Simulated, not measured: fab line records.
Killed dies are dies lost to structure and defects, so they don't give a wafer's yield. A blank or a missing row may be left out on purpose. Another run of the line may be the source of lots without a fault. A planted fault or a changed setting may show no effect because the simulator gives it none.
Split-lot trial | flow n5-finfet | on a route of 1938 steps: 7 lots, 39 wafers read

THE SPLIT
At N5_BEOL_M8_DEP_56 (deposits SiCN from 3MS/NH3, target thk 10 nm, time 17.5 s), the setting target-thk-a was moved away from the recipe's 100 angstrom on 15 of the 39 wafers read, by -58.3% to +42.8%. All remaining wafers had this setting at the recipe value.

The reading is taken at the split's own step.

THE READING
SiCN_of_BEOL_M8_DEP_56.thk-nm (the simulator's own value, which no gauge read), in nm, at N5_BEOL_M8_DEP_56 (deposits SiCN from 3MS/NH3, target thk 10 nm, time 17.5 s). The file does not state a usual value for it. The 24 wafers here that ran the recipe average 10.0 nm, standard deviation 0.16 nm.

wafer  | tool, chamber at the split | target-thk-a as run, angstrom | against the recipe | SiCN_of_BEOL_M8_DEP_56.thk-nm, nm | against lot-mates on the recipe
L075.1 | pecvd-04, 0,2              | 46.64                         | -53.4%             | 4.4                               | -5.4
L075.3 | pecvd-04, 0,2              | 46.64                         | -53.4%             | 4.4                               | -5.4
L075.2 | pecvd-04, 2                | 100                           | recipe             | 9.8                               | -
L075.4 | pecvd-04, 0                | 100                           | recipe             | 10                                | -
L075.5 | pecvd-04, 2                | 100                           | recipe             | 9.6                               | -
L075.6 | pecvd-04, 0                | 46.64                         | -53.4%             | 4.6                               | -5.2
L074.1 | pecvd-01, 0,1              | 49.33                         | -50.7%             | 5                                 | -5.1
L074.3 | pecvd-01, 0,1              | 49.33                         | -50.7%             | 5                                 | -5.1
L074.2 | pecvd-01, 2,0              | 100                           | recipe             | 10                                | -
L074.5 | pecvd-01, 2,0              | 100                           | recipe             | 10                                | -
L074.4 | pecvd-01, 1                | 100                           | recipe             | 10.2                              | -
L074.6 | pecvd-01, 2                | 49.33                         | -50.7%             | 5.2                               | -4.9
L077.1 | pecvd-04, 2                | 41.74                         | -58.3%             | 3.8                               | -6.1
L077.2 | pecvd-04, 0                | 41.74                         | -58.3%             | 4.2                               | -5.7
L077.3 | pecvd-04, 1,0              | 100                           | recipe             | 10                                | -
L077.4 | pecvd-04, 1,0              | 100                           | recipe             | 10                                | -
L077.5 | pecvd-04, 1                | 100                           | recipe             | 9.8                               | -
L077.6 | pecvd-04, 2                | 41.74                         | -58.3%             | 4                                 | -5.9
L080.2 | pecvd-01, 1,0              | 100                           | recipe             | 10                                | -
L080.5 | pecvd-01, 1,0              | 100                           | recipe             | 10                                | -
L080.4 | pecvd-01, 2                | 100                           | recipe             | 10.2                              | -
L082.1 | pecvd-04, 0,1              | 100                           | recipe             | 9.8                               | -
L082.2 | pecvd-04, 0,1              | 100                           | recipe             | 9.8                               | -
L082.3 | pecvd-04, 0                | 100                           | recipe             | 10.2                              | -
L082.6 | pecvd-04, 0                | 100                           | recipe             | 10.2                              | -
L082.4 | pecvd-04, 1                | 100                           | recipe             | 10                                | -
L082.5 | pecvd-04, 1                | 100                           | recipe             | 10                                | -
L086.1 | pecvd-01, 0,1              | 62.18                         | -37.8%             | 6                                 | -4.1
L086.3 | pecvd-01, 0,1              | 62.18                         | -37.8%             | 6                                 | -4.1
L086.2 | pecvd-01, 2                | 62.18                         | -37.8%             | 6.2                               | -3.9
L086.4 | pecvd-01, 1                | 100                           | recipe             | 10.2                              | -
L086.5 | pecvd-01, 2,0              | 100                           | recipe             | 10                                | -
L086.6 | pecvd-01, 2,0              | 100                           | recipe             | 10                                | -
L093.1 | pecvd-04, 2                | 142.8                         | +42.8%             | 14.2                              | +4.1
L093.2 | pecvd-04, 1                | 100                           | recipe             | 10                                | -
L093.3 | pecvd-04, 0,1              | 142.8                         | +42.8%             | 14.4                              | +4.3
L093.4 | pecvd-04, 0,1              | 142.8                         | +42.8%             | 14.4                              | +4.3
L093.5 | pecvd-04, 2,0              | 100                           | recipe             | 10.2                              | -
L093.6 | pecvd-04, 2,0              | 100                           | recipe             | 10.2                              | -
Rows listing several chambers each stand for several wafers; the file does not say which wafer went through which chamber.

THE FIT
A straight line over all 39 wafers: SiCN_of_BEOL_M8_DEP_56.thk-nm changes by +0.102 nm for each +1% of target-thk-a; r = +1.00; the points scatter about the line by 0.16 nm.
The same after taking each lot's own level away (the mean of its wafers on the recipe; 39 wafers): +0.1 nm for each +1%; r = +1.00; scatter 0.14 nm.
Per that fit: largest target-thk-a move, reading shift of 5.8 nm.
The span of the lots' own levels, 9.80 to 10.13 nm, comes to 2.1 times the standard deviation stated above.
Hence the lot-to-lot level has little effect on the slope; both slopes agree.
Check: for one of the wafers moved furthest among these (-58.3%), held out of the fit, the line's prediction against its lot-mates is -5.84 nm. It came out at -6.13 nm against them.

THE OTHER SPLITS THESE WAFERS WENT THROUGH
Note: prior to the reading, these wafers also went through further splits. Each is held against what the fit with the lots' levels taken away leaves over:
other split on the same wafers   | wafers away from the commonest value | r with SiCN_of_BEOL_M8_DEP_56.thk-nm (lot level and that fit taken away)
N5_BEOL_M6_TRENCH_ETCH_37 time-s | 15                                   | -0.05

THE FILE'S OWN FIT
SiCN_of_BEOL_M8_DEP_56.thk-nm changes by +0.101 nm for each +1% of target-thk-a, r = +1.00.
